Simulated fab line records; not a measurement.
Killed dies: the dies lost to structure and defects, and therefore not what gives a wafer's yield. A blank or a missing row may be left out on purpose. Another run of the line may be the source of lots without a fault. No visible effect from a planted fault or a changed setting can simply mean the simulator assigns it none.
The same fault as seen by 2 desks / flow n5 finfet / every desk sees just its own numbers, and what lay behind them comes last

DESK OF THE TOOL OWNER: rie diel-05
The tool's own readings at N5_BEOL_M2_ETCH_64 (etches SOC in N2/H2, target depth 75 nm, overetch 22.5 nm, time 121.9 s): means of the sampled wafers that have a number, for each lot that ran on this tool. The brackets show how far a lot's mean lies from the usual mean; more than 4 standard deviations puts the lot out of limits, marked OUT.
Columns: A = bias w at N5_BEOL_M2_ETCH_64, usual 150.0 W; B = drypump motor current A at N5_BEOL_M2_ETCH_64, usual 5.8 A; C = oes product au at N5_BEOL_M2_ETCH_64, usual 0.59 a.u.; D = rf vpp V at N5_BEOL_M2_ETCH_64, usual 524.7 V; E = showerhead plenum p Torr at N5_BEOL_M2_ETCH_64, usual 2.58 Torr; F = temp c at N5_BEOL_M2_ETCH_64, usual 39.99 C; G = throttle valve pct at N5_BEOL_M2_ETCH_64, usual 17.8 %
lot=L850; first seen here=day 6 16:15; A=149.6; B=5.6; C=0.59; D=524.7; E=2.59; F=39.99; G=17.8
lot=L853; first seen here=day 7 13:03; A=149.6; B=5.7; C=0.65; D=523.7; E=2.51; F=39.93; G=17.6
lot=L860; first seen here=day 9 09:03; A=149.9; B=5.6; C=0.56; D=524.3; E=2.58; F=40.12; G=17.9
lot=L866; first seen here=day 10 20:05; A=167.9 (+46) OUT; B=5.7; C=0.62; D=560.3 (+16) OUT; E=2.57; F=39.97; G=17.6
lot=L868; first seen here=day 11 14:16; A=167.4 (+45) OUT; B=5.5; C=0.59; D=562.1 (+17) OUT; E=2.62; F=39.93; G=17.7
This desk finds L866, L868 out of limits, L866 being first, at day 10 20:05 (bias w at N5_BEOL_M2_ETCH_64). Within limits: L850, L853, L860.

FROM THE METROLOGY DESK
What the gauges read, lot by lot, whatever tool the lot ran on: means of the sampled wafers that have a number. The brackets show how far a lot's mean lies from the usual mean; more than 4 standard deviations puts the lot out of limits, marked OUT. It has 11 readings; the 7 that lie furthest out on some lot are the ones shown.
Columns: A = DIBL_N at N5_BEOL_M4_RC_MEAS_101, usual 35.9 mV/V; B = DIBL_P at N5_BEOL_M4_RC_MEAS_101, usual 35.9 mV/V; C = IOFF_N at N5_BEOL_M4_RC_MEAS_101, usual 0.156 nA/um; D = IOFF_P at N5_BEOL_M4_RC_MEAS_101, usual 0.205 nA/um; E = ION_P at N5_BEOL_M4_RC_MEAS_101, usual 463 uA/um; F = SS_P at N5_BEOL_M4_RC_MEAS_101, usual 73.1 mV/dec; G = VT_P at N5_BEOL_M4_RC_MEAS_101, usual -250.2 mV
lot=L849; first seen here=day 6 09:35; A=36.3; B=36.7; C=0.157; D=0.219; E=466; F=73.5; G=-249.4
lot=L850; first seen here=day 6 16:02; A=35.7; B=33.9; C=0.155; D=0.215; E=461; F=72.8; G=-248.9
lot=L853; first seen here=day 7 12:50; A=36.7; B=38.2; C=0.184; D=0.211; E=462; F=73.3; G=-251.7
lot=L856; first seen here=day 8 07:53; A=35.8; B=36.5; C=0.149; D=0.236; E=471; F=72.7; G=-246.4
lot=L860; first seen here=day 9 08:51; A=35.6; B=35.7; C=0.156; D=0.194; E=463; F=72.7; G=-251.5
lot=L866; first seen here=day 10 19:53; A=36.9; B=36.3; C=0.154; D=0.232; E=471; F=73.2; G=-246.5
lot=L868; first seen here=day 11 13:45; A=35.4; B=37.2; C=0.147; D=0.189; E=457; F=72.9; G=-253.6
lot=L872; first seen here=day 12 05:40; A=38.1; B=37.4; C=0.185; D=0.217; E=462; F=73.8; G=-250.7
lot=L871; first seen here=day 12 14:02; A=35.3; B=34.0; C=0.128; D=0.186; E=466; F=72.9; G=-249.9
This desk's verdict: no lot among the 9 shows anything out of limits.

TAKEN TOGETHER
The tool owner's desk could have raised an alarm at day 10 20:05, on L866, L868.
The metrology desk saw nothing out of limits.
The metrology desk holds a record of L866, L868, inside its limits.
On rie diel-05, each named lot ran N5_BEOL_M2_ETCH_64.

WHAT THE SIMULATOR HAD INSERTED
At N5_BEOL_M2_ETCH_64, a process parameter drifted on rie diel-05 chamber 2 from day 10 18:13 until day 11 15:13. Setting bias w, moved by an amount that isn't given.
Lots struck among those shown: L866, L868.
Hours from the fault's start to each desk's first reading out of limits: the tool owner's desk, 2.
